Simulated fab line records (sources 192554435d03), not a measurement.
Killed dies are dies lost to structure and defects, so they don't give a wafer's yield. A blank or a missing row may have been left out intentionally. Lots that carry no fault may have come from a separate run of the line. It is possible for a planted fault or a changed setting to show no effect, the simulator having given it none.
8D (eight disciplines) problem report, filled in by code + flow n5-finfet + the parts of the form that need people (team, actions taken, sign-off) are left out

== 1. PROBLEM STATEMENT ==
M9_THK at N5_BEOL_M9_THK_MEAS_53 reads a mean of 254 nm on 1 wafer of 1 lot; wafers without a fault read 141 nm with a standard deviation of 3.1. Measured from the usual mean, that is +36 standard deviations.
The step: measures by xrf.
First seen on wafer L299.1, day 14 05:17, on film-metro-01. The record holds 23 wafers of 8 lots with a number at this step. By rule, "out" or "out of limits" means more than 4 standard deviations away from the usual mean. The other wafers with a number count as sound.

== 2. WHAT IT IS AND WHAT IT IS NOT ==
| question                    | is                | is not                                                                    |
|-----------------------------|-------------------|---------------------------------------------------------------------------|
| which readings at this step | M9_THK            | -                                                                         |
| which lots                  | L299              | L283, L285, L289, L291, L294, L301, L304                                  |
| which wafers of those lots  | L299.1            | L299.6                                                                    |
| read on which gauges        | film-metro-01     | film-metro-02                                                             |
| when                        | from day 14 05:17 | up to then (16 sound wafers); but 6 sound wafers of L301, L304 came after |

== 3. WHAT RULES OUT EACH SUSPECT ==
Counting: a tool at a process step up to the reading stays a suspect if it ran every lot that is out. Sound lots after the first of them don't rule it out here, since some wafers of a struck lot are sound.
- the gauge at N5_BEOL_M9_THK_MEAS_53 is ruled out. All the wafers that are out were read on film-metro-01, but those of them that N5_BEOL_M9_CMP_52 has rows for are out there too, on other tools.
- rie-diel-04 at N5_BEOL_M9_ETCH_76 (etches underlayer in N2/H2, target depth 6.5 nm, time 5.2 s): kept. It processed L299, the lot that is out, at day 14 00:47, and its most recent sound lot before then was L285 at day 11 00:46.
- pvd-sputter-01 at N5_BEOL_M9_DEGAS_44 (time 60 s): kept. It processed L299, the lot that is out, at day 14 01:43, and its most recent sound lot before then was L294 at day 13 22:14.
- ald-metal-02 at N5_BEOL_M9_ALD_74 (deposits TaN, target thk 2 nm, pulse time 2 s, purge time 3 s): kept. It processed L299, the lot that is out, at day 14 01:59, and its most recent sound lot before then was L289 at day 11 06:26.
- cmp-04 at N5_BEOL_M9_CMP_52 (polishes, stops on SiCOH lowk, t overpolish 7 s, target thk 140 nm): kept. It processed L299, the lot that is out, at day 14 05:06, and its most recent sound lot before then was L291 at day 12 14:56. Out on those wafers are its own readings of barrier-field-endpoint-s, overpolish-run-s, time-to-endpoint-s.
- Within ald-metal-02 at N5_BEOL_M9_ALD_74, the wafers that are out were processed in chamber 0 and their sound lot-mates in chamber 3.
- Within cmp-04 at N5_BEOL_M9_CMP_52, the wafers that are out were processed in chamber 2 and their sound lot-mates in chamber 3.
Left after counting: rie-diel-04 at N5_BEOL_M9_ETCH_76, pvd-sputter-01 at N5_BEOL_M9_DEGAS_44, ald-metal-02 at N5_BEOL_M9_ALD_74, cmp-04 at N5_BEOL_M9_CMP_52.

== 4. THE CAUSE (what the simulator had put in) ==
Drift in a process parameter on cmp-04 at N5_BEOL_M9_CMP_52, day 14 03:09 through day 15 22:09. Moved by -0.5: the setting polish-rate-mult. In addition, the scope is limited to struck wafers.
This tool is one of the 4 suspects left after counting.

== 5. THE EFFECT CHAIN, in route order ==
Rows list readings where the struck wafers' mean (over those with a number) sits beyond 3 standard deviations from the usual. Scope: only readings with a usual standard deviation given in the record; hours: median across lots of the time from each lot's start at the first step in this table that gives one to its start at this step; sigmas: change in usual standard deviations.
| hours | step                    | reading                  | usual   | on struck wafers | change | sigmas      |
|-------|-------------------------|--------------------------|---------|------------------|--------|-------------|
| 0     | N5_BEOL_M9_CMP_52       | barrier-field-endpoint-s | 28.6 s  | 46.9             | +18.3  | +25         |
| 0     | N5_BEOL_M9_CMP_52       | overpolish-run-s         | 7.000 s | 0.048            | -6.952 | -99 or more |
| 0     | N5_BEOL_M9_CMP_52       | time-to-endpoint-s       | 65 s    | 87               | +22    | +6.9        |
| 0     | N5_BEOL_M9_THK_MEAS_53  | M9_THK                   | 141 nm  | 254              | +113   | +36         |
| 0     | N5_BEOL_M9_INSPECT_58   | raw-defect-count         | 70      | 4290             | +4220  | +99 or more |
| 66    | N5_PASSIVATION_PROBE_49 | defect-limited-yield     | 91.4 %  | 0.0              | -91.4  | -65         |
| 66    | N5_PASSIVATION_PROBE_49 | killed_at_M4_up          | 13      | 1105             | +1092  | +99 or more |
| 66    | N5_PASSIVATION_PROBE_49 | killed-dies              | 102     | 1180             | +1078  | +63         |
| 66    | N5_PASSIVATION_PROBE_49 | killed-on-rim            | 14      | 152              | +138   | +33         |
| 66    | N5_PASSIVATION_PROBE_49 | sort-n-pass              | 1077    | 0                | -1077  | -51         |
| 66    | N5_PASSIVATION_PROBE_49 | sort-yield-pct           | 91.3 %  | 0.0              | -91.3  | -54         |
Here are the process steps it includes:
- N5_BEOL_M9_CMP_52: polishes, stops on SiCOH lowk, t overpolish 7 s, target thk 140 nm.
- N5_PASSIVATION_PROBE_49

== 6. HOW IT WOULD HAVE BEEN CAUGHT EARLIER ==
The first out-of-limits reading at a measuring or inspecting step in this record came at day 14 05:17, 2 hours after the fault's start at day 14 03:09.
At N5_BEOL_M9_CMP_52, the tool's own readings (barrier-field-endpoint-s, overpolish-run-s, time-to-endpoint-s) were out on each struck wafer the step has a row for, so an alarm limit on them would have fired on the first such wafer.
Each of the lots that are out, 1 in all, had begun N5_BEOL_M9_CMP_52 on cmp-04 no later than day 14 05:17. None of them would have been spared by holding the tool at that moment.
